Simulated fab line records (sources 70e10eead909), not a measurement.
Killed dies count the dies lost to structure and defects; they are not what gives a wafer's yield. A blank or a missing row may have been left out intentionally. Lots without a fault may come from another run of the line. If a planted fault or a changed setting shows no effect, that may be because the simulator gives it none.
fab line records	flow nand_harc
record lots=5	wafers=15	last_day=34
route steps=1302 shown P_ZERO_WELL@44 END@1302
lots that met no fault: from a run of the same line without faults
start_h: the number of hours between the record's first day and the start of the first shown wafer of the lot	wait_h: hours elapsed since this lot's preceding step	" as in the row above	L1.1+2: one row covering several wafers at once	- no value, or no start given	* or withheld: withheld	< > ~ a bound
route shown NAME@n: a module of which the file shows steps, and the number in the route of the first	usual: average and standard deviation across the fault-free wafers	same: alike in all rows	chamber/n: place in a boat	sites: per-site readings	_std_site: standard deviation across them	_edge_site: mean of outer sites minus mean of inner sites	radius_mm: for every site, how far away it sits from the centre of the wafer	mask NAME#n: copy n	behind: tool/chamber where the wafer was last shaped	hold: what put the lot on hold/how long, in hours/how the hold closed	device: the transistor (n, p or np) that didn't switch	end of line: the route-end tests of the same wafers	a step without rows: its recipe alone	killed: dies that structure and defects cost at the first sort, which is not the same as the wafer's yield	map: shows each die of a wafer: x if killed, . if not, _ if none is there
set.NAME: setting as actually run; set.NAME@STEP: the setting as run at that earlier step	model.NAME: the simulator's own value behind a step, which no gauge read
lots at some steps of the route; a table a step, a row a wafer
services: when a tool's chamber went out of use (start_h, in hours from the record's first day, below 0 if earlier), for how many hours, and the reason
## steps
# step NHARC_P_ZERO_WELL_CD_MEAS_37
# recipe target_cd_nm=720	landing_energy_ev=500
# usual cd_nm=720.0/1.6
lot.wafer	tool	chamber	start_h	wait_h	cd_nm
L373.3	cd_sem-02	0	24.21	-	717.5
L373.5	"	0	"	"	717.5
L373.6	"	0	"	"	718.7
L376.4	cd_sem-02	0	54.19	-	723.0
L376.5	"	0	"	"	721.0
L376.6	"	0	"	"	721.3
L385.3	cd_sem-01	0	144.26	-	717.0
L385.4	"	0	"	"	721.2
L385.6	"	0	"	"	717.9
L386.2	cd_sem-01	0	154.31	-	720.2
L386.3	"	0	"	"	722.5
L386.5	"	0	"	"	720.0
L396.2	cd_sem-03	0	254.16	-	717.9
L396.5	"	0	"	"	717.6
L396.6	"	0	"	"	721.1
# step NHARC_P_ZERO_WELL_HARDBAKE_38
# recipe temp_c=125	time_s=80
# step NHARC_P_ZERO_WELL_DESCUM_39
# recipe time_s=3	o2_flow_sccm=200	ar_flow_sccm=0	bias_power_w=0	chemistry=O2
# usual drypump_motor_current_A=5.5/0.45	o2_flow_sccm=199.9/0.59	oes_product_au=0.996/0.01	rf_vpp_V=57.7/0.92	showerhead_plenum_p_Torr=1.90/0.068	throttle_valve_pct=11.310/0.0087
lot.wafer	tool	chamber	start_h	wait_h	drypump_motor_current_A	o2_flow_sccm	oes_product_au	rf_hours_counter_h	rf_vpp_V	showerhead_plenum_p_Torr	throttle_valve_pct
L373.3	rie_diel-02	1	24.95	-	6.2	200.5	0.988	50	56.8	1.78	11.298
L373.6	"	3	"	"	5.2	199.8	0.993	-	58.5	1.90	11.304
L373.5	"	0	"	"	5.2	200.6	1.006	-	58.2	1.97	11.293
L376.4	rie_diel-02	2	54.35	-	5.0	198.8	0.989	2	58.2	1.93	11.306
L376.5	"	2	"	"	5.0	199.6	0.995	-	58.3	1.93	11.312
L376.6	"	3	"	"	5.3	198.9	0.988	-	57.7	1.90	11.300
L385.4	rie_diel-03	2	145.44	-	5.5	199.9	0.994	7	57.0	1.93	11.303
L385.3	"	0	"	"	6.1	200.0	1.003	8	59.5	1.95	11.317
L385.6	"	1	"	"	5.8	199.5	0.991	-	57.4	1.78	11.314
L386.3	rie_diel-02	3	154.47	-	5.2	200.2	0.993	36	58.6	1.89	11.321
L386.2	"	2	"	"	4.9	199.8	0.989	21	58.3	1.93	11.324
L386.5	"	3	"	"	5.2	199.9	0.985	-	57.5	1.89	11.311
L396.2	rie_diel-02	1	254.32	-	6.2	201.1	0.993	7	59.4	2.07	11.293
L396.5	"	1	"	"	6.2	200.9	0.992	-	58.4	2.07	11.323
L396.6	"	2	"	"	4.9	199.0	1.004	-	57.4	1.92	11.323
# step NHARC_P_ZERO_WELL_IMPLANT_40
# recipe energy_kev=300	dose_cm2=1e+13	tilt_deg=7
# step NHARC_P_ZERO_WELL_IMPLANT_59
# recipe energy_kev=120	dose_cm2=5e+12	tilt_deg=7
# step NHARC_P_ZERO_WELL_IMPLANT_60
# recipe energy_kev=30	dose_cm2=2e+12	tilt_deg=7
# step NHARC_P_ZERO_WELL_STRIP_41
# recipe time_s=840	temp_c=130	chemistry=SPM
# step NHARC_P_ZERO_WELL_DEHYDRATE_44
# recipe temp_c=150	time_s=120
# step NHARC_P_ZERO_WELL_HMDS_45
# recipe time_s=30
# step NHARC_P_ZERO_WELL_COAT_46
# recipe spin_rpm=withheld
# step NHARC_P_ZERO_WELL_SOFTBAKE_47
# recipe temp_c=122	time_s=95
# step NHARC_P_ZERO_WELL_EBR_48
# step NHARC_P_ZERO_WELL_EXPOSE_49
# recipe na=0.6	target_cd_nm=2000	dose_mj=22.64	mask_id=P_HVPW
# usual exposure_dose_mJ_cm2=22.636/0.021
lot.wafer	tool	chamber	start_h	wait_h	mask	exposure_dose_mJ_cm2
L373.3	krf_scanner-04	0	26.13	-	P_HVPW#0	22.635
L373.5	"	0	"	"	P_HVPW#0	22.618
L373.6	"	0	"	"	P_HVPW#0	22.621
L376.4	krf_scanner-02	0	55.69	-	P_HVPW#0	22.600
L376.5	"	0	"	"	P_HVPW#0	22.621
L376.6	"	0	"	"	P_HVPW#0	22.582
L385.3	krf_scanner-02	0	146.76	-	P_HVPW_R1#0	22.636
L385.4	"	0	"	"	P_HVPW_R1#0	22.627
L385.6	"	0	"	"	P_HVPW_R1#0	22.630
L386.2	krf_scanner-01	0	155.81	-	P_HVPW#0	22.658
L386.3	"	0	"	"	P_HVPW#0	22.621
L386.5	"	0	"	"	P_HVPW#0	22.615
L396.2	krf_scanner-02	0	255.64	-	P_HVPW#0	22.670
L396.5	"	0	"	"	P_HVPW#0	22.672
L396.6	"	0	"	"	P_HVPW#0	22.630
# step NHARC_P_ZERO_WELL_PEB_50
# recipe peb_temp_c=118	peb_time_s=85
# step NHARC_P_ZERO_WELL_DEVELOP_51
# recipe time_s=70
# step NHARC_P_ZERO_WELL_CD_MEAS_52
# recipe target_cd_nm=2000	landing_energy_ev=500
# usual cd_nm=2000.3/1.8
lot.wafer	tool	chamber	start_h	wait_h	cd_nm
L373.3	cd_sem-01	0	26.28	-	1999.8
L373.5	"	0	"	"	1998.0
L373.6	"	0	"	"	1999.5
L376.4	cd_sem-01	0	55.84	-	2000.4
L376.5	"	0	"	"	1998.7
L376.6	"	0	"	"	2002.3
L385.3	cd_sem-01	0	146.91	-	1870.2
L385.4	"	0	"	"	1868.1
L385.6	"	0	"	"	1867.9
L386.2	cd_sem-01	0	155.96	-	2004.5
L386.3	"	0	"	"	1999.9
L386.5	"	0	"	"	2003.0
L396.2	cd_sem-03	0	255.80	-	2001.2
L396.5	"	0	"	"	1999.1
L396.6	"	0	"	"	2000.2
# step NHARC_P_ZERO_WELL_HARDBAKE_53
# recipe temp_c=125	time_s=80
# step NHARC_P_ZERO_WELL_DESCUM_54
# recipe time_s=3	o2_flow_sccm=200	ar_flow_sccm=0	bias_power_w=0	chemistry=O2
# usual drypump_motor_current_A=5.6/0.42	o2_flow_sccm=200.1/0.73	oes_product_au=1.000/0.0085	rf_vpp_V=57.7/0.79	showerhead_plenum_p_Torr=1.89/0.064	throttle_valve_pct=11.311/0.0086
lot.wafer	tool	chamber	start_h	wait_h	drypump_motor_current_A	o2_flow_sccm	oes_product_au	rf_hours_counter_h	rf_vpp_V	showerhead_plenum_p_Torr	throttle_valve_pct	model.P_ZERO_WELL.cd_nm
L373.3	rie_diel-11	3	26.45	-	5.9	200.1	1.012	30	57.4	1.86	11.303	2000
L373.5	"	2	"	"	5.3	201.3	0.997	-	57.5	1.88	11.316	1998
L373.6	"	3	"	"	5.8	199.6	1.014	-	58.5	1.86	11.300	2000
L376.4	rie_diel-11	2	55.99	-	5.3	199.2	0.996	47	58.1	1.87	11.311	2000
L376.5	"	2	"	"	5.3	199.3	0.998	-	56.8	1.87	11.318	1998
L376.6	"	3	"	"	5.8	200.1	1.005	-	58.3	1.86	11.327	2002
L385.4	rie_diel-11	3	147.11	-	5.9	199.7	0.986	19	56.2	1.85	11.319	1868
L385.3	"	1	"	"	5.6	200.3	0.994	16	57.4	1.80	11.306	1871
L385.6	"	3	"	"	5.9	199.7	0.991	-	58.3	1.85	11.322	1869
L386.2	rie_diel-02	3	156.15	-	5.2	200.9	1.000	37	57.0	1.89	11.321	2004
L386.3	"	1	"	"	6.2	200.6	0.982	33	57.1	1.77	11.312	2000
L386.5	"	2	"	"	4.9	199.1	1.004	-	57.3	1.93	11.309	2004
L396.2	rie_diel-03	2	255.99	-	5.5	199.9	1.002	44	59.6	1.92	11.323	2002
L396.5	"	0	"	"	6.1	200.5	0.995	-	58.3	1.94	11.301	1999
L396.6	"	1	"	"	5.8	200.1	1.013	-	57.1	1.77	11.307	2001
# step NHARC_P_ZERO_WELL_IMPLANT_55
# recipe energy_kev=180	dose_cm2=8e+11	tilt_deg=7
# step NHARC_END_SORT_01
# recipe temp_c=25
# usual killed_at_array=64/18	killed_at_other=0.8/1.1	killed_at_periphery=3.8/2.7	killed_dies=68/18	killed_open=3.3/1.9	killed_short=2.3/1.8
# same gross_dies=677
lot.wafer	tool	chamber	start_h	wait_h	killed_at_array	killed_at_other	killed_at_periphery	killed_dies	killed_open	killed_short
L385.3	prober-01	0	687.73	3.1	86	0	4	90	0	3
L385.4	prober-01	0	688.53	3.4	95	0	8	103	4	2
L385.6	prober-01	0	690.12	4.0	78	0	3	81	2	3
L386.2	prober-01	0	694.79	2.8	53	0	2	55	5	3
L386.3	prober-01	0	695.59	3.1	41	0	3	44	3	2
L386.5	prober-01	0	697.20	3.7	56	0	7	63	3	2
# killed by level:class
L385.3 A_SLIT:chamber_film_flake=33 A_CHANNEL_HOLE_D1:chamber_film_flake=24 A_CHANNEL_HOLE_D2:chamber_film_flake=15 A_CONTACT:chamber_film_flake=4 P_CONTACT:chamber_film_flake=3 A_CHANNEL_FILL_D2:chamber_film_flake=3 A_CHANNEL_FILL_D2:geometric_particle:short=2 A_STAIRCASE:chamber_film_flake=2
L385.4 A_SLIT:chamber_film_flake=35 A_CHANNEL_HOLE_D1:chamber_film_flake=28 A_CHANNEL_HOLE_D2:chamber_film_flake=22 P_CONTACT:chamber_film_flake=6 A_CONTACT:chamber_film_flake=3 A_ONON_D1:geometric_particle:open=2 A_BLC:chamber_film_flake=2 P_CONTACT:geometric_particle:open=1
L385.6 A_CHANNEL_HOLE_D1:chamber_film_flake=30 A_SLIT:chamber_film_flake=27 A_CHANNEL_HOLE_D2:chamber_film_flake=12 A_CONTACT:chamber_film_flake=2 A_CHANNEL_HOLE_D1:geometric_particle:open=1 A_ONON_D2:geometric_particle:open=1 A_ONON_D2:geometric_particle:short=1 A_STAIRCASE:geometric_particle:short=1
L386.2 A_SLIT:chamber_film_flake=39 A_CHANNEL_HOLE_D1:chamber_film_flake=3 A_CHANNEL_HOLE_D1:geometric_particle:short=2 A_M0:geometric_particle:open=2 A_CONTACT:chamber_film_flake=2 A_DECK1_JOINT:geometric_particle:open=1 A_WL_FILL:geometric_particle:open=1 A_BLC:geometric_particle:open=1
L386.3 A_SLIT:chamber_film_flake=31 A_CHANNEL_HOLE_D1:chamber_film_flake=3 P_M1:chamber_film_flake=2 A_ONON_D1:geometric_particle:short=1 A_WL_FILL:geometric_particle:open=1 A_DECK1_JOINT:geometric_particle:open=1 A_ONON_D2:geometric_particle:short=1 A_SGD_CUT:geometric_particle:open=1
L386.5 A_SLIT:chamber_film_flake=36 A_CHANNEL_HOLE_D1:chamber_film_flake=12 P_M1:chamber_film_flake=3 A_CONTACT:chamber_film_flake=3 P_CONTACT:chamber_film_flake=2 P_M0:geometric_particle:open=1 A_CHANNEL_HOLE_D1:geometric_particle:short=1 A_CHANNEL_FILL_D1:geometric_particle:open=1
## services
tool	chamber	start_h	hours	kind
krf_scanner-04	-	4.94	1.0	repair
rie_diel-02	-	40.37	9.0	pm
rie_diel-03	2	56.21	2.5	repair
rie_diel-03	3	59.40	5.6	repair
rie_diel-02	1	71.11	11.5	repair
rie_diel-11	0	75.39	7.9	repair
rie_diel-11	-	78.53	9.0	pm
rie_diel-03	3	84.47	6.9	repair
rie_diel-02	2	90.98	1.4	repair
krf_scanner-02	-	94.00	4.0	pm
rie_diel-11	-	96.01	1.3	repair
rie_diel-03	-	104.38	9.0	pm
rie_diel-02	2	106.94	35.3	repair
rie_diel-02	0	156.25	9.1	repair
krf_scanner-02	-	159.04	0.8	repair
rie_diel-02	1	166.55	2.4	repair
rie_diel-02	3	176.76	7.7	repair
rie_diel-11	3	189.91	5.3	repair
rie_diel-02	0	202.13	1.4	repair
krf_scanner-02	-	215.09	0.6	repair
rie_diel-02	-	217.39	9.0	pm
rie_diel-11	3	247.73	3.7	repair
rie_diel-11	0	252.34	2.6	repair
rie_diel-11	-	255.53	9.0	pm
## key
first_sign step=NHARC_P_ZERO_WELL_EXPOSE_49	reading=mask	direction=changed
effect step=NHARC_P_ZERO_WELL_CD_MEAS_52	reading=cd_nm	direction=down	sigmas=74	usual=2000.3	struck=1868.7
model_effect step=NHARC_P_ZERO_WELL_DESCUM_54	value=P_ZERO_WELL.cd_nm	without=2002	struck=1869
met_at NHARC_P_ZERO_WELL_EXPOSE_49
struck_wafers L385.3,L385.4,L385.6
tester_left_out L385
onset_between 55.69 146.76
fault kind=wrong_mask	tool=any	chamber=-	onset_h=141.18	steps=NHARC_P_ZERO_WELL_EXPOSE_49	aux_copy=P_HVPW_R1#0	cd_offset_nm=-132.75	scope=struck_lots_only
# tester_left_out: of these lots the tester's yield and bins aren't shown, on N5 and GAA mostly nor the transistor test; their killed dies are dies lost to structure and defects alone, not to doping, threshold or leakage, so they don't give the yield
